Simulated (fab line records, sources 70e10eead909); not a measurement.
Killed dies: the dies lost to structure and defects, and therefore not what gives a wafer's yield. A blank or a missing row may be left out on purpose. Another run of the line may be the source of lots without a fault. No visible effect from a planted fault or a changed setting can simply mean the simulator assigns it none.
Chamber matching    flow nand-harc    rie-diel-08 running NHARC_P_BONDPAD_DESCUM_11: 4 sister chambers
The step chemistry O2, time 3 s. 27 wafers are shown with their chamber, then 12 later ones without.

## WAFERS, EACH WITH ITS CHAMBER
wafer   chamber  showerhead-plenum-p-Torr (Torr)  throttle-valve-pct (%)  oes-product-au (a.u.)
L076.4  1        1.86                             11.305                  0.995
L076.5  2        1.87                             11.315                  0.994
L076.6  1        1.86                             11.314                  1.002
L076.1  2        1.87                             11.307                  0.998
L076.2  3        1.91                             11.320                  1.000
L076.3  0        1.91                             11.311                  0.990
L078.1  0        1.91                             11.310                  0.999
L078.3  2        1.87                             11.311                  1.002
L078.5  2        1.87                             11.302                  1.001
L082.1  3        1.91                             11.292                  0.988
L082.2  1        1.86                             11.312                  0.989
L082.5  3        1.91                             11.305                  0.991
L083.3  1        1.86                             11.325                  1.003
L083.4  3        1.91                             11.316                  0.993
L083.6  3        1.91                             11.316                  0.997
L083.1  0        1.90                             11.302                  0.995
L083.2  2        1.87                             11.306                  0.998
L083.5  0        1.90                             11.293                  0.999
L085.3  1        1.86                             11.317                  0.988
L085.4  0        1.90                             11.319                  0.989
L085.6  0        1.90                             11.318                  0.985
L091.2  3        1.91                             11.303                  1.006
L091.3  0        1.91                             11.316                  1.001
L091.4  2        1.87                             11.296                  0.995
L091.1  1        1.86                             11.306                  1.007
L091.5  2        1.87                             11.311                  0.996
L091.6  3        1.91                             11.306                  1.008

SIGNATURES (averages over the wafers above)
reading                   chamber 0  chamber 1  chamber 2  chamber 3  scatter within a chamber
showerhead-plenum-p-Torr  1.9043     1.8600     1.8700     1.9100     0.00273
throttle-valve-pct        11.30986   11.31317   11.30686   11.30829   0.00839
oes-product-au            0.99400    0.99733    0.99771    0.99757    0.00635
Rule: a wafer lies at a distance from a chamber equal to the root of the sum of squares, over the readings, of (its reading less the chamber's mean, divided by the reading's scatter). If the next closest chamber is less than 2 further off than the closest, the wafer can't be placed; otherwise it belongs to the closest. The scatter: take each reading less its chamber's mean, square it, sum over the shown wafers, divide by the number of wafers less the number of chambers, and take the root.

## WAFERS WITHOUT THEIR CHAMBER
wafer   showerhead-plenum-p-Torr (Torr)  throttle-valve-pct (%)  oes-product-au (a.u.)
L092.3  1.90                             11.322                  1.000
L092.4  1.91                             11.310                  0.991
L092.6  1.91                             11.304                  1.001
L093.1  1.90                             11.305                  1.000
L093.3  1.87                             11.297                  0.988
L093.5  1.91                             11.303                  0.999
L096.1  1.85                             11.311                  0.998
L096.3  1.91                             11.306                  0.998
L096.4  1.90                             11.299                  0.995
L096.2  1.87                             11.312                  0.984
L096.5  1.87                             11.321                  0.996
L096.6  1.85                             11.321                  0.997

## CHAMBER TAKEN BY EACH
wafer   from the rows above      in truth
L092.3  can't be placed: 0 or 3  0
L092.4  can't be placed: 3 or 0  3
L092.6  can't be placed: 3 or 0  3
L093.1  can't be placed: 0 or 3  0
L093.3  2                        2
L093.5  can't be placed: 3 or 0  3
L096.1  1                        1
L096.3  can't be placed: 3 or 0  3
L096.4  can't be placed: 0 or 3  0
L096.2  can't be placed: 2 or 1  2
L096.5  2                        2
L096.6  1                        1
Correct placement for 4 of the 12. Can't be placed from these rows: 8 (the true chamber is among the candidates in 8). 0 placed wrongly.
